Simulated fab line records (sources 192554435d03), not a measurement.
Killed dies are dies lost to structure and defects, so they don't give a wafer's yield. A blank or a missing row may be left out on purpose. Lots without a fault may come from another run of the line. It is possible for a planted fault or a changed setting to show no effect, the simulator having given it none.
fab line records	flow n5_finfet
[record] lots = 24	wafers = 72	last_day = 18
route steps=1938 shown ZERO_LAYER@19 PMOS_HMC_CHANNEL_EPI@71 FIN_SAQP@113
lots untouched by any fault: they come from a run of this same line in which no faults occurred
start_h: the number of hours between the record's first day and the start of the first shown wafer of the lot	wait_h: hours elapsed since this lot's preceding step	" unchanged from the row above	L1.1+2: a row that stands for several wafers	- no value present, or no start provided	* or withheld: withheld	< > ~ a bound
route shown NAME@n: names a module that has steps shown in the file, with the first one's number in the route	usual: mean/standard deviation of fault-free wafers	same: alike in all rows	chamber/n: place in a boat	sites: each site's reading	_std_site: how widely they spread, as a standard deviation	_edge_site: inner sites' mean taken away from outer sites' mean	radius_mm: how far each site lies from the wafer's centre	mask NAME#n: copy n	behind: the last tool/chamber to shape the wafer	hold: what put the lot on hold/how long, in hours/how the hold closed	device: which transistor (n, p or np) failed to switch	end of line: the same wafers' tests at the end of the route	a step without rows: its recipe alone	killed: dies that structure and defects cost at the first sort, which is not the same as the wafer's yield	map: per-die view of a wafer (x killed, . not killed, _ where there is no die)
set.NAME: the setting the step ran with; set.NAME@STEP: the setting that earlier step ran with	model.NAME: the simulator's own value behind a step, which no gauge read
route steps across a sampled set of lots; one table per step, one row per wafer
services: the hour from which a tool's chamber was out of use, counted from the record's first day as start_h (under 0 if before that day), plus the number of hours and why
[[steps]]
[step N5_ZERO_LAYER_INSPECT_20]
[recipe] inspect_instrument = darkfield	mode = post_clean
[usual] raw_defect_count = 37/22
lot.wafer	tool	chamber	start_h	wait_h	raw_defect_count
L074.2	defect_inspect-01	-	13.28	0.0	26
L074.3	"	-	"	"	47
L074.4	"	-	"	"	22
L075.1	defect_inspect-01	-	19.38	0.0	19
L075.2	"	-	"	"	29
L075.5	"	-	"	"	38
L076.2	defect_inspect-01	-	25.28	0.0	22
L076.4	"	-	"	"	62
L076.5	"	-	"	"	33
L077.3	defect_inspect-01	-	31.42	0.0	40
L077.5	"	-	"	"	26
L077.6	"	-	"	"	37
L078.1	defect_inspect-01	-	37.38	0.0	15
L078.4	"	-	"	"	23
L078.5	"	-	"	"	20
L079.1	defect_inspect-02	-	43.39	0.0	22
L079.3	"	-	"	"	19
L079.5	"	-	"	"	11
L080.2	defect_inspect-01	-	49.38	0.0	90
L080.5	"	-	"	"	97
L080.6	"	-	"	"	54
L081.1	defect_inspect-02	-	55.28	0.0	29
L081.2	"	-	"	"	67
L081.3	"	-	"	"	94
L082.1	defect_inspect-01	-	61.25	0.0	35
L082.3	"	-	"	"	34
L082.5	"	-	"	"	30
L083.2	defect_inspect-02	-	67.29	0.0	42
L083.5	"	-	"	"	29
L083.6	"	-	"	"	23
L084.1	defect_inspect-02	-	73.67	0.0	25
L084.3	"	-	"	"	33
L084.6	"	-	"	"	34
L085.2	defect_inspect-01	-	79.27	0.0	32
L085.5	"	-	"	"	25
L085.6	"	-	"	"	20
L086.3	defect_inspect-01	-	85.25	0.0	41
L086.4	"	-	"	"	46
L086.5	"	-	"	"	42
L087.1	defect_inspect-01	-	92.03	0.0	12
L087.4	"	-	"	"	42
L087.5	"	-	"	"	29
L088.2	defect_inspect-02	-	97.41	0.0	30
L088.3	"	-	"	"	32
L088.5	"	-	"	"	18
L089.1	defect_inspect-01	-	103.25	0.0	26
L089.2	"	-	"	"	24
L089.4	"	-	"	"	24
L090.1	defect_inspect-02	-	109.39	0.0	35
L090.2	"	-	"	"	23
L090.3	"	-	"	"	47
L091.3	defect_inspect-02	-	115.38	0.0	38
L091.4	"	-	"	"	29
L091.6	"	-	"	"	26
L092.4	defect_inspect-02	-	121.76	0.0	31
L092.5	"	-	"	"	27
L092.6	"	-	"	"	26
L093.1	defect_inspect-01	-	127.44	0.0	120
L093.4	"	-	"	"	143
L093.6	"	-	"	"	68
L094.1	defect_inspect-02	-	133.39	0.0	32
L094.2	"	-	"	"	43
L094.3	"	-	"	"	27
L095.1	defect_inspect-01	-	139.91	0.0	30
L095.2	"	-	"	"	29
L095.3	"	-	"	"	20
L096.1	defect_inspect-02	-	145.37	0.0	22
L096.3	"	-	"	"	25
L096.4	"	-	"	"	47
L097.1	defect_inspect-02	-	151.42	0.0	23
L097.3	"	-	"	"	20
L097.6	"	-	"	"	15
[step N5_PMOS_HMC_CHANNEL_EPI_STRIP_33]
[recipe] chemistry = N2/H2	power_w = 500	temp_c = 40	pressure_mtorr = 50	rf_frequency_hz = 6e+07	overash_fraction = 0.3	bias_power_w = 8	h2_frac = 0.5	n2_flow_sccm = 300	h2_flow_sccm = 300
[usual] drypump_motor_current_A = 5.7/0.44	oes_product_au = 0.83/0.096	rf_vpp_V = 54.2/1.8	showerhead_plenum_p_Torr = 3.39/0.13	temp_c = 40.00/0.11	throttle_valve_pct = 19.0/0.42
lot.wafer	tool	chamber	start_h	wait_h	drypump_motor_current_A	oes_product_au	rf_hours_counter_h	rf_vpp_V	showerhead_plenum_p_Torr	temp_c	throttle_valve_pct
L074.2	rie_diel-05	3	18.44	0.0	5.3	0.74	179	54.5	3.34	40.08	18.7
L074.3	"	1	"	"	5.4	0.95	9	54.2	3.58	40.02	18.5
L074.4	"	2	"	"	5.4	0.94	-	54.6	3.57	40.08	19.3
L075.1	rie_diel-04	0	23.70	0.0	6.3	0.78	129	52.1	3.37	39.99	18.5
L075.2	"	3	"	"	6.0	0.78	119	55.3	3.24	39.95	18.9
L075.5	"	0	"	"	6.3	0.78	-	53.7	3.37	40.11	18.5
L076.2	rie_diel-05	0	29.18	0.0	6.3	0.98	1	52.6	3.31	39.90	19.4
L076.4	"	1	"	"	5.3	0.97	12	50.8	3.57	39.97	18.6
L076.5	"	1	"	"	5.3	0.96	-	54.4	3.58	39.91	18.5
L077.3	rie_diel-05	0	36.25	0.0	6.3	0.99	4	52.9	3.31	39.89	19.4
L077.5	"	1	"	"	5.4	0.97	-	56.1	3.57	39.97	18.5
L077.6	"	2	"	"	5.4	0.95	-	55.7	3.57	40.01	19.3
L078.1	rie_diel-04	2	42.24	0.0	4.8	0.77	137	57.6	3.51	39.92	18.6
L078.4	"	0	"	"	6.3	0.78	135	53.2	3.37	40.10	18.5
L078.5	"	0	"	"	6.3	0.77	-	55.2	3.37	39.95	18.6
L079.1	rie_diel-03	3	47.39	0.0	6.1	0.67	263	55.9	3.17	39.93	19.7
L079.3	"	0	"	"	5.4	0.80	101	54.0	3.39	39.94	18.7
L079.5	"	0	"	"	5.4	0.81	-	55.3	3.39	40.15	18.7
L080.2	rie_diel-05	3	53.25	0.0	5.4	0.74	189	51.1	3.34	39.94	18.7
L080.5	"	2	"	"	5.4	0.94	-	55.5	3.57	40.07	19.3
L080.6	"	3	"	"	5.3	0.73	-	56.2	3.34	40.15	18.7
L081.1	rie_diel-05	0	59.86	0.0	6.3	0.95	12	53.5	3.30	40.13	19.4
L081.2	"	3	"	"	5.4	0.74	192	54.8	3.33	40.13	18.7
L081.3	"	2	"	"	5.5	0.92	30	55.3	3.56	39.78	19.3
L082.1	rie_diel-03	0	65.64	0.0	5.4	0.80	106	56.1	3.38	39.94	18.7
L082.3	"	3	"	"	6.1	0.66	268	51.0	3.17	39.89	19.7
L082.5	"	0	"	"	5.4	0.80	-	53.8	3.38	39.99	18.7
L083.2	rie_diel-05	0	72.01	0.0	6.4	0.96	16	57.5	3.30	40.05	19.4
L083.5	"	1	"	"	5.3	0.95	-	51.3	3.57	40.04	18.6
L083.6	"	0	"	"	6.4	0.93	-	56.0	3.30	40.06	19.4
L084.1	rie_diel-05	0	77.56	0.0	6.3	0.93	18	54.7	3.30	40.07	19.4
L084.3	"	3	"	"	5.4	0.73	199	54.7	3.33	39.86	18.7
L084.6	"	3	"	"	5.3	0.72	-	55.1	3.33	39.87	18.7
L085.2	rie_diel-03	2	83.28	0.0	6.2	0.87	36	55.4	3.42	39.95	18.4
L085.5	"	2	"	"	6.2	0.89	-	53.9	3.42	39.90	18.4
L085.6	"	0	"	"	5.4	0.78	-	53.6	3.38	40.14	18.7
L086.3	rie_diel-03	2	89.34	0.0	6.2	0.88	39	54.2	3.42	39.94	18.3
L086.4	"	0	"	"	5.4	0.77	-	50.5	3.38	40.06	18.7
L086.5	"	2	"	"	6.2	0.88	-	53.8	3.42	40.00	18.4
L087.1	rie_diel-04	2	96.31	0.0	4.8	0.76	155	55.6	3.50	39.96	18.7
L087.4	"	3	"	"	6.1	0.75	141	56.1	3.23	39.99	19.0
L087.5	"	0	"	"	6.3	0.77	-	53.0	3.36	39.97	18.6
L088.2	rie_diel-03	3	101.12	0.0	6.1	0.66	280	53.1	3.16	39.86	19.7
L088.3	"	0	"	"	5.4	0.78	123	53.2	3.37	39.97	18.7
L088.5	"	2	"	"	6.2	0.88	-	52.8	3.42	40.08	18.4
L089.1	rie_diel-05	3	107.22	0.0	5.3	0.72	206	54.1	3.33	40.11	18.8
L089.2	"	1	"	"	5.3	0.91	31	51.7	3.56	40.18	18.6
L089.4	"	0	"	"	6.3	0.90	24	54.8	3.30	40.21	19.4
L090.1	rie_diel-03	3	113.76	0.0	6.1	0.66	285	55.3	3.16	39.99	19.8
L090.2	"	0	"	"	5.4	0.77	127	54.5	3.37	39.96	18.7
L090.3	"	2	"	"	6.2	0.87	49	56.1	3.41	40.13	18.4
L091.3	rie_diel-05	0	120.53	0.0	6.3	0.91	29	53.7	3.29	39.95	19.4
L091.4	"	3	"	"	5.4	0.73	211	52.8	3.32	40.07	18.8
L091.6	"	2	"	"	5.4	0.88	-	52.7	3.55	39.86	19.3
L092.4	rie_diel-05	3	125.72	0.0	5.3	0.71	213	53.5	3.32	40.04	18.7
L092.5	"	3	"	"	5.3	0.71	-	52.4	3.32	40.05	18.8
L092.6	"	2	"	"	5.4	0.87	-	54.9	3.55	40.05	19.3
L093.1	rie_diel-04	0	131.67	0.0	6.3	0.75	162	56.2	3.35	39.73	18.6
L093.4	"	1	"	"	5.4	0.88	36	55.8	3.28	39.98	19.5
L093.6	"	2	"	"	4.8	0.74	-	55.4	3.49	39.93	18.7
L094.1	rie_diel-04	0	139.03	0.0	6.3	0.75	164	52.5	3.35	40.04	18.6
L094.2	"	3	"	"	6.0	0.74	155	56.4	3.22	40.06	19.0
L094.3	"	2	"	"	4.8	0.73	169	57.1	3.49	40.11	18.6
L095.1	rie_diel-05	3	143.97	0.0	5.3	0.71	219	56.3	3.32	39.81	18.8
L095.2	"	2	"	"	5.5	0.87	57	55.3	3.55	39.92	19.3
L095.3	"	1	"	"	5.3	0.90	44	56.0	3.56	39.99	18.6
L096.1	rie_diel-05	2	149.41	0.0	5.5	0.87	59	57.5	3.55	40.11	19.3
L096.3	"	3	"	"	5.3	0.71	221	52.8	3.32	39.83	18.8
L096.4	"	1	"	"	5.3	0.88	46	58.1	3.56	39.94	18.6
L097.1	rie_diel-03	1	155.27	0.0	6.0	0.75	180	55.0	3.20	39.98	19.0
L097.3	"	2	"	"	6.2	0.86	63	54.5	3.41	39.99	18.4
L097.6	"	3	"	"	6.0	0.97	-	53.5	3.58	39.88	19.3
[step N5_FIN_SAQP_INSPECT_18]
[recipe] mode = adi	inspect_instrument = brightfield
[usual] raw_defect_count = 462/130
lot.wafer	tool	chamber	start_h	wait_h	raw_defect_count
L074.2	defect_inspect-02	-	22.49	0.0	397
L074.3	"	-	"	"	202
L074.4	"	-	"	"	426
L075.1	defect_inspect-02	-	27.81	0.0	607
L075.2	"	-	"	"	454
L075.5	"	-	"	"	416
L076.2	defect_inspect-02	-	33.18	0.0	583
L076.4	"	-	"	"	699
L076.5	"	-	"	"	502
L077.3	defect_inspect-01	-	40.47	0.0	406
L077.5	"	-	"	"	382
L077.6	"	-	"	"	464
L078.1	defect_inspect-02	-	46.22	0.0	465
L078.4	"	-	"	"	451
L078.5	"	-	"	"	728
L079.1	defect_inspect-01	-	51.51	0.0	494
L079.3	"	-	"	"	762
L079.5	"	-	"	"	465
L080.2	defect_inspect-01	-	57.27	0.0	289
L080.5	"	-	"	"	313
L080.6	"	-	"	"	259
L081.1	defect_inspect-02	-	65.28	0.0	678
L081.2	"	-	"	"	597
L081.3	"	-	"	"	724
L082.1	defect_inspect-02	-	69.64	0.0	405
L082.3	"	-	"	"	544
L082.5	"	-	"	"	526
L083.2	defect_inspect-01	-	76.41	0.0	320
L083.5	"	-	"	"	395
L083.6	"	-	"	"	423
L084.1	defect_inspect-02	-	81.67	0.0	541
L084.3	"	-	"	"	375
L084.6	"	-	"	"	670
L085.2	defect_inspect-02	-	87.73	0.0	407
L085.5	"	-	"	"	380
L085.6	"	-	"	"	534
L086.3	defect_inspect-01	-	94.27	0.0	276
L086.4	"	-	"	"	512
L086.5	"	-	"	"	203
L087.1	defect_inspect-02	-	100.69	0.0	514
L087.4	"	-	"	"	474
L087.5	"	-	"	"	478
L088.2	defect_inspect-02	-	105.21	0.0	445
L088.3	"	-	"	"	512
L088.5	"	-	"	"	381
L089.1	defect_inspect-01	-	111.47	0.0	501
L089.2	"	-	"	"	473
L089.4	"	-	"	"	359
L090.1	defect_inspect-01	-	117.83	0.0	585
L090.2	"	-	"	"	560
L090.3	"	-	"	"	729
L091.3	defect_inspect-02	-	124.56	0.0	568
L091.4	"	-	"	"	350
L091.6	"	-	"	"	548
L092.4	defect_inspect-02	-	129.93	0.0	552
L092.5	"	-	"	"	567
L092.6	"	-	"	"	548
L093.1	defect_inspect-01	-	136.44	0.0	342
L093.4	"	-	"	"	505
L093.6	"	-	"	"	357
L094.1	defect_inspect-02	-	143.30	0.0	378
L094.2	"	-	"	"	437
L094.3	"	-	"	"	396
L095.1	defect_inspect-02	-	148.35	0.0	436
L095.2	"	-	"	"	464
L095.3	"	-	"	"	475
L096.1	defect_inspect-02	-	153.61	0.0	381
L096.3	"	-	"	"	261
L096.4	"	-	"	"	440
L097.1	defect_inspect-01	-	159.18	0.0	427
L097.3	"	-	"	"	313
L097.6	"	-	"	"	304
[step N5_FIN_SAQP_MANDREL_ETCH_58]
[recipe] chemistry = HBr/Cl2	target = a-Si	target_depth_a = 450	bt_time_s = 10	stop_on = SiNx	mask_material = SiO2	over_etch_frac = 0.8	time_s = 27	pressure_mtorr = 10	icp_w = 800	bias_w = 75	HBr_flow_sccm = 150	Cl2_flow_sccm = 80	ends = end_point
[usual] drypump_motor_current_A = 5.6/0.45	oes_product_au = 0.705/0.01	throttle_valve_pct = 35.42/0.28
[same] bt_time_s = 10
lot.wafer	tool	chamber	start_h	wait_h	drypump_motor_current_A	oes_product_au	rf_hours_counter_h	throttle_valve_pct
L074.2	rie_si-06	2	25.73	0.0	6.3	0.696	80	35.96
L074.3	"	3	"	"	4.8	0.688	184	35.53
L074.4	"	0	"	"	4.9	0.698	18	35.23
L075.1	rie_si-06	0	30.88	0.0	4.9	0.689	18	35.23
L075.2	"	2	"	"	6.3	0.700	80	36.00
L075.5	"	2	"	"	6.3	0.704	-	35.98
L076.2	rie_si-04	0	36.50	0.0	5.3	0.709	56	35.07
L076.4	"	2	"	"	5.6	0.702	95	35.75
L076.5	"	0	"	"	5.4	0.713	-	35.05
L077.3	rie_si-04	3	42.88	0.0	6.2	0.695	125	35.56
L077.5	"	3	"	"	6.2	0.689	-	35.56
L077.6	"	0	"	"	5.4	0.715	-	35.05
L078.1	rie_si-02	1	48.45	0.0	5.6	0.711	42	35.64
L078.4	"	0	"	"	5.3	0.718	6	35.21
L078.5	"	2	"	"	5.9	0.723	-	35.30
L079.1	rie_si-06	0	53.74	0.0	4.9	0.693	19	35.23
L079.3	"	1	"	"	6.4	0.719	83	35.22
L079.5	"	3	"	"	4.8	0.693	-	35.51
L080.2	rie_si-04	0	60.88	0.0	5.4	0.708	56	35.07
L080.5	"	3	"	"	6.2	0.694	-	35.57
L080.6	"	2	"	"	5.5	0.691	-	35.77
L081.1	rie_si-06	2	68.24	0.0	6.3	0.705	81	35.96
L081.2	"	1	"	"	6.4	0.712	83	35.25
L081.3	"	3	"	"	4.8	0.697	185	35.51
L082.1	rie_si-06	3	72.06	0.0	4.8	0.690	185	35.51
L082.3	"	0	"	"	4.9	0.691	19	35.24
L082.5	"	2	"	"	6.2	0.707	-	35.96
L083.2	rie_si-04	1	79.13	0.0	5.5	0.687	0	34.96
L083.5	"	1	"	"	5.5	0.688	-	34.95
L083.6	"	0	"	"	5.4	0.704	-	35.07
L084.1	rie_si-02	3	84.13	0.0	5.3	0.716	125	35.69
L084.3	"	0	"	"	5.3	0.707	7	35.24
L084.6	"	2	"	"	5.9	0.711	-	35.32
L085.2	rie_si-04	3	90.56	0.0	6.3	0.695	126	35.56
L085.5	"	0	"	"	5.4	0.715	-	35.05
L085.6	"	1	"	"	5.5	0.705	-	34.91
L086.3	rie_si-02	1	97.85	0.0	5.6	0.702	43	35.66
L086.4	"	3	"	"	5.3	0.717	125	35.69
L086.5	"	3	"	"	5.3	0.717	-	35.67
L087.1	rie_si-02	3	103.05	0.0	5.3	0.710	125	35.69
L087.4	"	1	"	"	5.5	0.712	43	35.62
L087.5	"	2	"	"	5.9	0.717	-	35.30
L088.2	rie_si-04	3	107.78	0.0	6.2	0.700	126	35.55
L088.3	"	0	"	"	5.4	0.707	57	35.07
L088.5	"	3	"	"	6.2	0.703	-	35.56
L089.1	rie_si-02	1	113.97	0.0	5.6	0.713	43	35.62
L089.2	"	0	"	"	5.2	0.707	8	35.22
L089.4	"	3	"	"	5.3	0.714	126	35.66
L090.1	rie_si-04	2	120.44	0.0	5.6	0.682	97	35.77
L090.2	"	3	"	"	6.2	0.695	126	35.56
L090.3	"	0	"	"	5.4	0.704	57	35.08
L091.3	rie_si-02	0	127.25	0.0	5.3	0.710	8	35.24
L091.4	"	2	"	"	5.9	0.708	98	35.32
L091.6	"	2	"	"	5.9	0.713	-	35.35
L092.4	rie_si-02	2	133.14	0.0	5.9	0.727	98	35.31
L092.5	"	0	"	"	5.3	0.707	-	35.23
L092.6	"	1	"	"	5.6	0.710	-	35.62
L093.1	rie_si-02	0	139.45	0.0	5.3	0.705	8	35.23
L093.4	"	1	"	"	5.6	0.717	43	35.63
L093.6	"	2	"	"	5.9	0.721	-	35.29
L094.1	rie_si-02	1	145.80	0.0	5.6	0.711	44	35.64
L094.2	"	3	"	"	5.3	0.702	126	35.70
L094.3	"	2	"	"	5.9	0.716	98	35.33
L095.1	rie_si-04	0	150.64	0.0	5.4	0.707	58	35.07
L095.2	"	2	"	"	5.5	0.690	97	35.77
L095.3	"	3	"	"	6.2	0.692	127	35.55
L096.1	rie_si-02	3	156.63	0.0	5.3	0.706	126	35.70
L096.3	"	2	"	"	6.0	0.708	98	35.31
L096.4	"	1	"	"	5.6	0.716	44	35.64
L097.1	rie_si-04	0	162.14	0.0	5.4	0.714	58	35.05
L097.3	"	2	"	"	5.5	0.709	97	35.74
L097.6	"	1	"	"	5.6	0.707	-	34.92
[step N5_FIN_SAQP_FIN_ETCH_36]
[recipe] chemistry = HBr/Cl2/O2	target_depth_a = 1200	mask_material = SiNx	time_s = 50.4	bias_w = 102	pressure_mtorr = 10	icp_w = 800	HBr_flow_sccm = 150	Cl2_flow_sccm = 80	O2_flow_sccm = 12
[usual] drypump_motor_current_A = 5.6/0.46	oes_product_au = 1.018/0.015	throttle_valve_pct = 35.87/0.29
lot.wafer	tool	chamber	start_h	wait_h	drypump_motor_current_A	oes_product_au	rf_hours_counter_h	throttle_valve_pct
L074.2	rie_si-02	1	27.62	0.0	5.6	1.027	41	36.06
L074.3	"	2	"	"	6.0	1.024	96	35.78
L074.4	"	0	"	"	5.2	1.032	6	35.67
L075.1	rie_si-06	1	33.04	0.0	6.4	1.038	83	35.66
L075.2	"	2	"	"	6.3	1.021	80	36.43
L075.5	"	1	"	"	6.4	1.040	-	35.67
L076.2	rie_si-02	3	38.75	0.0	5.3	1.029	124	36.14
L076.4	"	1	"	"	5.5	1.033	42	36.08
L076.5	"	3	"	"	5.3	1.029	-	36.14
L077.3	rie_si-02	3	44.67	0.0	5.3	1.025	124	36.17
L077.5	"	2	"	"	5.9	1.028	-	35.75
L077.6	"	1	"	"	5.6	1.030	-	36.06
L078.1	rie_si-04	2	50.44	0.0	5.5	0.998	95	36.22
L078.4	"	0	"	"	5.4	1.027	56	35.50
L078.5	"	0	"	"	5.4	1.029	-	35.50
L079.1	rie_si-02	3	55.82	0.0	5.3	1.035	125	36.13
L079.3	"	0	"	"	5.2	1.038	7	35.66
L079.5	"	2	"	"	5.9	1.041	-	35.74
L080.2	rie_si-04	3	62.90	0.0	6.2	1.004	125	36.03
L080.5	"	0	"	"	5.4	1.016	-	35.52
L080.6	"	2	"	"	5.5	0.987	-	36.22
L081.1	rie_si-06	1	69.93	0.0	6.4	1.035	83	35.67
L081.2	"	2	"	"	6.3	1.016	81	36.41
L081.3	"	3	"	"	4.8	1.012	185	35.94
L082.1	rie_si-06	3	73.83	0.0	4.8	0.996	185	35.94
L082.3	"	0	"	"	4.9	1.010	19	35.67
L082.5	"	3	"	"	4.8	0.999	-	35.93
L083.2	rie_si-04	1	80.82	0.0	5.6	1.007	0	35.37
L083.5	"	0	"	"	5.4	1.027	-	35.51
L083.6	"	3	"	"	6.2	1.013	-	36.02
L084.1	rie_si-06	3	85.88	0.0	4.8	0.999	185	35.95
L084.3	"	2	"	"	6.3	1.019	81	36.44
L084.6	"	1	"	"	6.4	1.040	-	35.65
L085.2	rie_si-06	2	93.43	0.0	6.3	1.018	81	36.42
L085.5	"	1	"	"	6.4	1.029	-	35.67
L085.6	"	2	"	"	6.3	1.006	-	36.42
L086.3	rie_si-06	2	100.02	0.0	6.3	0.993	82	36.43
L086.4	"	1	"	"	6.4	1.033	-	35.65
L086.5	"	2	"	"	6.3	1.012	-	36.45
L087.1	rie_si-04	3	104.74	0.0	6.2	1.001	126	36.01
L087.4	"	1	"	"	5.6	0.999	1	35.39
L087.5	"	1	"	"	5.5	1.007	-	35.38
L088.2	rie_si-04	1	109.68	0.0	5.6	1.008	1	35.37
L088.3	"	3	"	"	6.2	1.005	126	36.02
L088.5	"	2	"	"	5.5	0.999	-	36.23
L089.1	rie_si-04	2	115.69	0.0	5.6	0.992	97	36.21
L089.2	"	0	"	"	5.4	1.037	57	35.49
L089.4	"	3	"	"	6.1	1.000	126	36.03
L090.1	rie_si-04	1	122.25	0.0	5.6	0.988	1	35.40
L090.2	"	3	"	"	6.2	0.997	126	36.02
L090.3	"	2	"	"	5.6	1.000	97	36.22
L091.3	rie_si-02	0	129.01	0.0	5.3	1.014	8	35.69
L091.4	"	1	"	"	5.6	1.020	43	36.09
L091.6	"	1	"	"	5.5	1.027	-	36.07
L092.4	rie_si-02	3	135.08	0.0	5.3	1.022	126	36.12
L092.5	"	0	"	"	5.3	1.028	-	35.65
L092.6	"	1	"	"	5.5	1.032	-	36.05
L093.1	rie_si-02	2	141.39	0.0	6.0	1.022	98	35.78
L093.4	"	0	"	"	5.2	1.031	8	35.68
L093.6	"	0	"	"	5.3	1.018	-	35.66
L094.1	rie_si-02	2	148.15	0.0	5.9	1.025	98	35.74
L094.2	"	1	"	"	5.5	1.016	44	36.08
L094.3	"	3	"	"	5.3	1.024	126	36.15
L095.1	rie_si-02	3	152.42	0.0	5.3	1.027	126	36.15
L095.2	"	1	"	"	5.6	1.029	44	36.08
L095.3	"	0	"	"	5.3	1.025	8	35.67
L096.1	rie_si-04	0	158.32	0.0	5.4	1.028	58	35.50
L096.3	"	1	"	"	5.6	0.998	1	35.36
L096.4	"	2	"	"	5.6	0.988	97	36.24
L097.1	rie_si-02	0	164.41	0.0	5.2	1.039	9	35.66
L097.3	"	3	"	"	5.3	1.027	126	36.13
L097.6	"	1	"	"	5.6	1.039	-	36.07
[step N5_FIN_SAQP_CD_MEAS_37]
[recipe] target_cd_nm = 8	polarity = line
[usual] cd_nm = 8.10/0.21
lot.wafer	tool	chamber	start_h	wait_h	cd_nm
L074.2	cd_sem-02	-	27.74	0.1	8.15
L074.3	"	-	"	"	8.02
L074.4	"	-	"	"	8.08
L075.1	cd_sem-02	-	33.16	0.1	8.00
L075.2	"	-	"	"	8.17
L075.5	"	-	"	"	8.04
L076.2	cd_sem-03	-	38.87	0.1	8.10
L076.4	"	-	"	"	8.02
L076.5	"	-	"	"	8.33
L077.3	cd_sem-02	-	44.80	0.1	8.41
L077.5	"	-	"	"	8.23
L077.6	"	-	"	"	8.39
L078.1	cd_sem-02	-	50.56	0.1	8.02
L078.4	"	-	"	"	8.59
L078.5	"	-	"	"	8.17
L079.1	cd_sem-03	-	55.94	0.1	8.22
L079.3	"	-	"	"	7.98
L079.5	"	-	"	"	8.01
L080.2	cd_sem-02	-	63.02	0.1	8.31
L080.5	"	-	"	"	8.18
L080.6	"	-	"	"	8.35
L081.1	cd_sem-02	-	70.05	0.1	8.37
L081.2	"	-	"	"	8.06
L081.3	"	-	"	"	7.64
L082.1	cd_sem-01	-	73.95	0.1	8.26
L082.3	"	-	"	"	8.12
L082.5	"	-	"	"	7.84
L083.2	cd_sem-01	-	80.94	0.1	8.29
L083.5	"	-	"	"	8.04
L083.6	"	-	"	"	8.18
L084.1	cd_sem-02	-	86.00	0.1	8.26
L084.3	"	-	"	"	8.26
L084.6	"	-	"	"	8.15
L085.2	cd_sem-02	-	93.56	0.1	8.09
L085.5	"	-	"	"	8.09
L085.6	"	-	"	"	7.88
L086.3	cd_sem-01	-	100.14	0.1	7.91
L086.4	"	-	"	"	7.96
L086.5	"	-	"	"	7.87
L087.1	cd_sem-01	-	104.85	0.1	8.18
L087.4	"	-	"	"	7.81
L087.5	"	-	"	"	8.11
L088.2	cd_sem-02	-	109.80	0.1	8.25
L088.3	"	-	"	"	8.14
L088.5	"	-	"	"	8.44
L089.1	cd_sem-03	-	115.81	0.1	7.82
L089.2	"	-	"	"	8.13
L089.4	"	-	"	"	8.10
L090.1	cd_sem-01	-	122.37	0.1	7.94
L090.2	"	-	"	"	8.18
L090.3	"	-	"	"	7.99
L091.3	cd_sem-01	-	129.13	0.1	7.61
L091.4	"	-	"	"	7.57
L091.6	"	-	"	"	7.82
L092.4	cd_sem-01	-	135.21	0.1	7.99
L092.5	"	-	"	"	8.20
L092.6	"	-	"	"	8.15
L093.1	cd_sem-03	-	141.51	0.1	8.20
L093.4	"	-	"	"	8.29
L093.6	"	-	"	"	7.69
L094.1	cd_sem-02	-	148.27	0.1	8.30
L094.2	"	-	"	"	8.27
L094.3	"	-	"	"	8.01
L095.1	cd_sem-02	-	152.54	0.1	8.22
L095.2	"	-	"	"	7.79
L095.3	"	-	"	"	7.89
L096.1	cd_sem-01	-	158.44	0.1	8.26
L096.3	"	-	"	"	8.01
L096.4	"	-	"	"	7.83
L097.1	cd_sem-02	-	164.53	0.1	8.13
L097.3	"	-	"	"	8.32
L097.6	"	-	"	"	8.60
[[services]]
tool	chamber	start_h	hours	kind
rie_diel-04	1	-5.16	-	clean
rie_diel-04	1	-5.16	-	consumable_replace:focus_ring
rie_diel-05	0	-4.47	-	clean
rie_diel-05	0	-4.47	-	consumable_replace:focus_ring
rie_diel-05	0	-4.47	27.4	scheduled_down
rie_diel-05	0	-4.47	27.4	vent_cycle
rie_diel-03	1	-3.01	117.5	repair
rie_si-06	-	45.21	0.7	repair
rie_diel-05	1	53.03	12.9	repair
rie_diel-03	-	57.84	2.8	pm
rie_si-04	1	58.11	-	clean
rie_si-04	1	58.11	19.2	scheduled_down
rie_si-04	1	58.11	19.2	vent_cycle
rie_diel-03	3	69.26	7.2	repair
rie_diel-04	-	86.96	1.0	repair
rie_diel-05	2	91.74	2.1	repair
rie_si-06	0	98.38	8.0	repair
rie_diel-03	3	114.50	-	clean
rie_diel-03	3	114.50	-	consumable_replace:focus_ring
rie_diel-03	3	114.50	-	consumable_replace:showerhead
rie_diel-03	3	114.50	19.1	scheduled_down
rie_diel-03	3	114.50	19.1	vent_cycle
rie_si-04	1	152.54	3.5	repair
rie_diel-04	3	158.32	14.6	repair
[[key]]
fault none
